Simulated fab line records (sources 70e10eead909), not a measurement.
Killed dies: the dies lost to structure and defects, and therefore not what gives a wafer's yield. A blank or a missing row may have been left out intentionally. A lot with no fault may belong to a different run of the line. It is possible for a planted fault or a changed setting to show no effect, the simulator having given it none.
The tool behind it: which one? :: flow nand harc :: 36 wafers from 12 lots sampled at 5 of the route's 1302 steps

WHAT THE GAUGES SHOWED, per wafer
NHARC_END_SORT_01.
lot: L637
measured: day 24 18:42
on: prober-01
killed at array: 98 97 102
killed at other: 1 0 1
killed at periphery: 2 7 1
killed dies: 101 104 104
killed open: 4 2 3
killed short: 2 4 2

lot: L642
measured: day 26 16:12
on: prober-01
killed at array: 672 674 671
killed at other: 2 2 3
killed at periphery: 3 1 3
killed dies: 677 677 677
killed open: 4 3 0
killed short: 1 1 1

lot: L643
measured: day 26 21:11
on: prober-02
killed at array: 673 675 675
killed at other: 1 0 0
killed at periphery: 3 2 2
killed dies: 677 677 677
killed open: 6 3 2
killed short: 4 3 2

lot: L649
measured: day 29 05:47
on: prober-01
killed at array: 64 70 56
killed at other: 4 1 0
killed at periphery: 1 2 5
killed dies: 69 73 61
killed open: 4 5 4
killed short: 3 1 4

lot: L650
measured: day 29 22:10
on: prober-02
killed at array: 50 62 59
killed at other: 0 0 1
killed at periphery: 6 4 7
killed dies: 56 66 67
killed open: 4 7 9
killed short: 3 1 2

lot: L651
measured: day 31 03:28
on: prober-01
killed at array: 64 72 82
killed at other: 0 1 0
killed at periphery: 2 4 4
killed dies: 66 77 86
killed open: 2 6 6
killed short: 1 2 5

lot: L652
measured: day 31 02:49
on: prober-02
killed at array: 56 54 52
killed at other: 5 6 3
killed at periphery: 5 1 6
killed dies: 66 61 61
killed open: 4 3 3
killed short: 3 2 0

lot: L653
measured: day 31 12:43
on: prober-01
killed at array: 90 84 67
killed at other: 2 3 1
killed at periphery: 8 6 3
killed dies: 100 93 71
killed open: 7 4 2
killed short: 4 1 2

lot: L656
measured: day 32 17:55
on: prober-01
killed at array: 53 47 50
killed at other: 1 0 0
killed at periphery: 7 5 4
killed dies: 61 52 54
killed open: 4 0 4
killed short: 3 1 3

lot: L658
measured: day 33 03:31
on: prober-01
killed at array: 57 57 60
killed at other: 0 1 1
killed at periphery: 4 4 4
killed dies: 61 62 65
killed open: 2 6 4
killed short: 2 0 3

lot: L657
measured: day 33 12:38
on: prober-02
killed at array: 52 55 72
killed at other: 3 3 1
killed at periphery: 3 1 4
killed dies: 58 59 77
killed open: 3 4 3
killed short: 1 1 1

lot: L660
measured: day 33 12:38
on: prober-01
killed at array: 28 43 40
killed at other: 2 3 1
killed at periphery: 4 3 1
killed dies: 34 49 42
killed open: 5 1 4
killed short: 2 3 1

WHAT TOOL EACH LOT RAN ON (gives the tool, then ch and the chambers of the sampled wafers, and finally the start)
lot: L637
NHARC_A_STAIRCASE_TRIM_226: rie diel-04 ch 0,1,3, day 16 23:14 or earlier
NHARC_A_STAIRCASE_HM_DEP_456: acl dep-01 ch 0, day 16 23:14
NHARC_A_STAIRCASE_DEP_259: pecvd-01 ch 0,1,2, day 17 01:05
NHARC_A_STAIRCASE_ETCH_271: rie diel-09 ch 0,1,2, day 17 02:11

lot: L642
NHARC_A_STAIRCASE_TRIM_226: rie diel-01 ch 0,2,3, day 18 06:58 or earlier
NHARC_A_STAIRCASE_HM_DEP_456: acl dep-02 ch 0, day 18 06:58
NHARC_A_STAIRCASE_DEP_259: pecvd-01 ch 0,1,2, day 18 08:49
NHARC_A_STAIRCASE_ETCH_271: rie diel-04 ch 0,1,3, day 18 09:55

lot: L643
NHARC_A_STAIRCASE_TRIM_226: rie diel-04 ch 1,2, day 19 01:11 or earlier
NHARC_A_STAIRCASE_HM_DEP_456: acl dep-01 ch 0, day 19 01:11
NHARC_A_STAIRCASE_DEP_259: pecvd-04 ch 0,2, day 19 03:05
NHARC_A_STAIRCASE_ETCH_271: rie diel-04 ch 1,3, day 19 04:02

lot: L649
NHARC_A_STAIRCASE_TRIM_226: rie diel-04 ch 0,1,2, day 21 06:05 or earlier
NHARC_A_STAIRCASE_HM_DEP_456: acl dep-03 ch 0, day 21 06:05
NHARC_A_STAIRCASE_DEP_259: pecvd-01 ch 0,1, day 21 07:55
NHARC_A_STAIRCASE_ETCH_271: rie diel-04 ch 0,2, day 21 08:59

lot: L650
NHARC_A_STAIRCASE_TRIM_226: rie diel-04 ch 0,1,3, day 22 07:02 or earlier
NHARC_A_STAIRCASE_HM_DEP_456: acl dep-02 ch 0, day 22 07:02
NHARC_A_STAIRCASE_DEP_259: pecvd-04 ch 0,2, day 22 08:55
NHARC_A_STAIRCASE_ETCH_271: rie diel-01 ch 0,1,2, day 22 10:03

lot: L651
NHARC_A_STAIRCASE_TRIM_226: rie diel-01 ch 0,2,3, day 22 16:24 or earlier
NHARC_A_STAIRCASE_HM_DEP_456: acl dep-02 ch 0, day 22 16:24
NHARC_A_STAIRCASE_DEP_259: pecvd-01 ch 0,1, day 22 18:01
NHARC_A_STAIRCASE_ETCH_271: rie diel-04 ch 0,2,3, day 22 19:04

lot: L652
NHARC_A_STAIRCASE_TRIM_226: rie diel-01 ch 1,2,3, day 22 16:54 or earlier
NHARC_A_STAIRCASE_HM_DEP_456: acl dep-01 ch 0, day 22 16:54
NHARC_A_STAIRCASE_DEP_259: pecvd-01 ch 1,2, day 22 18:47
NHARC_A_STAIRCASE_ETCH_271: rie diel-09 ch 1,2,3, day 22 19:51

lot: L653
NHARC_A_STAIRCASE_TRIM_226: rie diel-09 ch 0,1,2, day 23 11:09 or earlier
NHARC_A_STAIRCASE_HM_DEP_456: acl dep-01 ch 0, day 23 11:09
NHARC_A_STAIRCASE_DEP_259: pecvd-04 ch 0,1,2, day 23 13:01
NHARC_A_STAIRCASE_ETCH_271: rie diel-01 ch 1,2,3, day 23 14:06

lot: L656
NHARC_A_STAIRCASE_TRIM_226: rie diel-09 ch 1,2,3, day 24 14:03 or earlier
NHARC_A_STAIRCASE_HM_DEP_456: acl dep-01 ch 0, day 24 14:03
NHARC_A_STAIRCASE_DEP_259: pecvd-01 ch 0,2, day 24 15:56
NHARC_A_STAIRCASE_ETCH_271: rie diel-01 ch 1,2,3, day 24 17:12

lot: L658
NHARC_A_STAIRCASE_TRIM_226: rie diel-04 ch 0,1,2, day 24 23:29 or earlier
NHARC_A_STAIRCASE_HM_DEP_456: acl dep-01 ch 0, day 24 23:29
NHARC_A_STAIRCASE_DEP_259: pecvd-03 ch 0,1, day 25 01:22
NHARC_A_STAIRCASE_ETCH_271: rie diel-09 ch 1,2, day 25 02:27

lot: L657
NHARC_A_STAIRCASE_TRIM_226: rie diel-01 ch 1,2,3, day 25 00:48 or earlier
NHARC_A_STAIRCASE_HM_DEP_456: acl dep-02 ch 0, day 25 00:48
NHARC_A_STAIRCASE_DEP_259: pecvd-04 ch 1,2, day 25 02:40
NHARC_A_STAIRCASE_ETCH_271: rie diel-01 ch 0,1,3, day 25 03:43

lot: L660
NHARC_A_STAIRCASE_TRIM_226: rie diel-01 ch 1,2,3, day 25 20:52 or earlier
NHARC_A_STAIRCASE_HM_DEP_456: acl dep-01 ch 0, day 25 20:52
NHARC_A_STAIRCASE_DEP_259: pecvd-03 ch 0,1, day 25 22:25
NHARC_A_STAIRCASE_ETCH_271: rie diel-04 ch 0,2,3, day 25 23:21
- NHARC_A_STAIRCASE_TRIM_226: chemistry O2, time 211.2 s.
- NHARC_A_STAIRCASE_HM_DEP_456: deposits aC, target thk 3100 nm.
- NHARC_A_STAIRCASE_DEP_259: deposits SiON, target thk 30 nm.
- NHARC_A_STAIRCASE_ETCH_271: etches the open film in CF4/CHF3.

WHAT THE TOOLS THEMSELVES READ (means of the sampled wafers that have a number; where no wafer has one, the mark that the record gives instead)
NHARC_A_STAIRCASE_TRIM_226.
lot: L637
tool: rie diel-04
drypump motor current A (A): 5.4
oes product au (a.u.): 1.002
rf vpp V (V): 57.4
showerhead plenum p Torr (Torr): 3.50
throttle valve pct (%): 17.036

lot: L642
tool: rie diel-01
drypump motor current A (A): 6.1
oes product au (a.u.): 1.002
rf vpp V (V): 57.8
showerhead plenum p Torr (Torr): 3.62
throttle valve pct (%): 17.035

lot: L643
tool: rie diel-04
drypump motor current A (A): 5.1
oes product au (a.u.): 0.991
rf vpp V (V): 57.9
showerhead plenum p Torr (Torr): 3.30
throttle valve pct (%): 17.045

lot: L649
tool: rie diel-04
drypump motor current A (A): 5.4
oes product au (a.u.): 0.997
rf vpp V (V): 57.7
showerhead plenum p Torr (Torr): 3.44
throttle valve pct (%): 17.028

lot: L650
tool: rie diel-04
drypump motor current A (A): 5.4
oes product au (a.u.): 1.002
rf vpp V (V): 57.8
showerhead plenum p Torr (Torr): 3.47
throttle valve pct (%): 17.036

lot: L651
tool: rie diel-01
drypump motor current A (A): 6.0
oes product au (a.u.): 0.998
rf vpp V (V): 58.0
showerhead plenum p Torr (Torr): 3.60
throttle valve pct (%): 17.038

lot: L652
tool: rie diel-01
drypump motor current A (A): 6.2
oes product au (a.u.): 1.000
rf vpp V (V): 58.5
showerhead plenum p Torr (Torr): 3.59
throttle valve pct (%): 17.035

lot: L653
tool: rie diel-09
drypump motor current A (A): 5.9
oes product au (a.u.): 0.997
rf vpp V (V): 57.6
showerhead plenum p Torr (Torr): 3.58
throttle valve pct (%): 17.031

lot: L656
tool: rie diel-09
drypump motor current A (A): 5.8
oes product au (a.u.): 1.002
rf vpp V (V): 57.5
showerhead plenum p Torr (Torr): 3.57
throttle valve pct (%): 17.034

lot: L658
tool: rie diel-04
drypump motor current A (A): 5.4
oes product au (a.u.): 1.000
rf vpp V (V): 57.7
showerhead plenum p Torr (Torr): 3.60
throttle valve pct (%): 17.040

lot: L657
tool: rie diel-01
drypump motor current A (A): 6.2
oes product au (a.u.): 0.993
rf vpp V (V): 57.3
showerhead plenum p Torr (Torr): 3.58
throttle valve pct (%): 17.042

lot: L660
tool: rie diel-01
drypump motor current A (A): 6.2
oes product au (a.u.): 0.992
rf vpp V (V): 58.2
showerhead plenum p Torr (Torr): 3.57
throttle valve pct (%): 17.044

NHARC_A_STAIRCASE_HM_DEP_456.
lot: L637
tool: acl dep-01
susceptor temp C (C): -
throttle valve pct (%): 34.994

lot: L642
tool: acl dep-02
susceptor temp C (C): -
throttle valve pct (%): 35.011

lot: L643
tool: acl dep-01
susceptor temp C (C): 399.97
throttle valve pct (%): 34.994

lot: L649
tool: acl dep-03
susceptor temp C (C): -
throttle valve pct (%): 35.001

lot: L650
tool: acl dep-02
susceptor temp C (C): 399.78
throttle valve pct (%): 34.999

lot: L651
tool: acl dep-02
susceptor temp C (C): 399.77
throttle valve pct (%): 34.997

lot: L652
tool: acl dep-01
susceptor temp C (C): 400.07
throttle valve pct (%): 34.992

lot: L653
tool: acl dep-01
susceptor temp C (C): 400.00
throttle valve pct (%): 35.008

lot: L656
tool: acl dep-01
susceptor temp C (C): 399.86
throttle valve pct (%): 35.006

lot: L658
tool: acl dep-01
susceptor temp C (C): 400.19
throttle valve pct (%): 34.994

lot: L657
tool: acl dep-02
susceptor temp C (C): -
throttle valve pct (%): 35.011

lot: L660
tool: acl dep-01
susceptor temp C (C): -
throttle valve pct (%): 34.998

NHARC_A_STAIRCASE_DEP_259.
lot: L637
tool: pecvd-01
chamber pressure Torr (Torr): 3.500
heater power outer w (W): 451
heater power w (W): 746

lot: L642
tool: pecvd-01
chamber pressure Torr (Torr): -
heater power outer w (W): -
heater power w (W): -

lot: L643
tool: pecvd-04
chamber pressure Torr (Torr): -
heater power outer w (W): -
heater power w (W): -

lot: L649
tool: pecvd-01
chamber pressure Torr (Torr): 3.507
heater power outer w (W): 480
heater power w (W): 808

lot: L650
tool: pecvd-04
chamber pressure Torr (Torr): 3.502
heater power outer w (W): 448
heater power w (W): 753

lot: L651
tool: pecvd-01
chamber pressure Torr (Torr): 3.496
heater power outer w (W): 516
heater power w (W): 860

lot: L652
tool: pecvd-01
chamber pressure Torr (Torr): 3.504
heater power outer w (W): 432
heater power w (W): 732

lot: L653
tool: pecvd-04
chamber pressure Torr (Torr): 3.497
heater power outer w (W): 471
heater power w (W): 777

lot: L656
tool: pecvd-01
chamber pressure Torr (Torr): 3.494
heater power outer w (W): 480
heater power w (W): 785

lot: L658
tool: pecvd-03
chamber pressure Torr (Torr): 3.498
heater power outer w (W): 522
heater power w (W): 799

lot: L657
tool: pecvd-04
chamber pressure Torr (Torr): 3.495
heater power outer w (W): 445
heater power w (W): 785

lot: L660
tool: pecvd-03
chamber pressure Torr (Torr): 3.501
heater power outer w (W): 499
heater power w (W): 764

NHARC_A_STAIRCASE_ETCH_271.
lot: L637
tool: rie diel-09
drypump motor current A (A): 5.9
oes product au (a.u.): 0.970
rf vpp V (V): 369
showerhead plenum p Torr (Torr): 1.53
throttle valve pct (%): 16.791

lot: L642
tool: rie diel-04
drypump motor current A (A): 5.4
oes product au (a.u.): 0.924
rf vpp V (V): 370
showerhead plenum p Torr (Torr): 1.56
throttle valve pct (%): 16.805

lot: L643
tool: rie diel-04
drypump motor current A (A): 5.1
oes product au (a.u.): 0.970
rf vpp V (V): 368
showerhead plenum p Torr (Torr): 1.49
throttle valve pct (%): 16.799

lot: L649
tool: rie diel-04
drypump motor current A (A): 5.5
oes product au (a.u.): 0.920
rf vpp V (V): 369
showerhead plenum p Torr (Torr): 1.53
throttle valve pct (%): 16.808

lot: L650
tool: rie diel-01
drypump motor current A (A): 5.6
oes product au (a.u.): 0.924
rf vpp V (V): 369
showerhead plenum p Torr (Torr): 1.54
throttle valve pct (%): 16.801

lot: L651
tool: rie diel-04
drypump motor current A (A): 5.5
oes product au (a.u.): 0.919
rf vpp V (V): 370
showerhead plenum p Torr (Torr): 1.55
throttle valve pct (%): 16.802

lot: L652
tool: rie diel-09
drypump motor current A (A): 5.8
oes product au (a.u.): 0.980
rf vpp V (V): 372
showerhead plenum p Torr (Torr): 1.59
throttle valve pct (%): 16.797

lot: L653
tool: rie diel-01
drypump motor current A (A): 6.1
oes product au (a.u.): 0.927
rf vpp V (V): 371
showerhead plenum p Torr (Torr): 1.60
throttle valve pct (%): 16.803

lot: L656
tool: rie diel-01
drypump motor current A (A): 6.2
oes product au (a.u.): 0.968
rf vpp V (V): 372
showerhead plenum p Torr (Torr): 1.60
throttle valve pct (%): 16.803

lot: L658
tool: rie diel-09
drypump motor current A (A): 5.9
oes product au (a.u.): 0.962
rf vpp V (V): 370
showerhead plenum p Torr (Torr): 1.57
throttle valve pct (%): 16.803

lot: L657
tool: rie diel-01
drypump motor current A (A): 6.0
oes product au (a.u.): 0.969
rf vpp V (V): 370
showerhead plenum p Torr (Torr): 1.57
throttle valve pct (%): 16.800

lot: L660
tool: rie diel-04
drypump motor current A (A): 5.5
oes product au (a.u.): 0.960
rf vpp V (V): 369
showerhead plenum p Torr (Torr): 1.55
throttle valve pct (%): 16.801

THE ANSWER, worked out from the rows above alone
Rule: what is usual is taken from the lots themselves. The widest of any qualifying gaps counts: lots, ordered by their means at a reading, are off when they make up no more than a third of the lots, leave a main group of 4 or more, and stand apart from it by 3 or more times the standard deviation of that group's means. A main group is skipped when, at the precision printed for the reading in the tables above, its means are all equal. A lot without any number at a reading at which 4 lots or more have one is off too. The other lots that the step has rows for count as sound. The gauges are gone through in route order, then the tools' own readings, and for those a lot's mean is taken as printed above. At the first step where some lot is off, the reading lying furthest off is the one used; lots without a number count as furthest.
Off at NHARC_END_SORT_01 (killed dies): L642, L643. The main group: mean 69, standard deviation 16.
A tool fits if, at a process step before that reading, it ran every lot that is off, and no sound lot after the first of them. Not tried: the gauges at NHARC_END_SORT_01; whatever is off there is also off at NHARC_A_STAIRCASE_DEP_259, on other tools, and gauge error can't account for it. Because NHARC_A_STAIRCASE_TRIM_226 lacks a start for some lots, the hours and order of its lots are taken from NHARC_A_STAIRCASE_HM_DEP_456. Of those tried, none fits.

WHAT THE SIMULATOR PUT IN
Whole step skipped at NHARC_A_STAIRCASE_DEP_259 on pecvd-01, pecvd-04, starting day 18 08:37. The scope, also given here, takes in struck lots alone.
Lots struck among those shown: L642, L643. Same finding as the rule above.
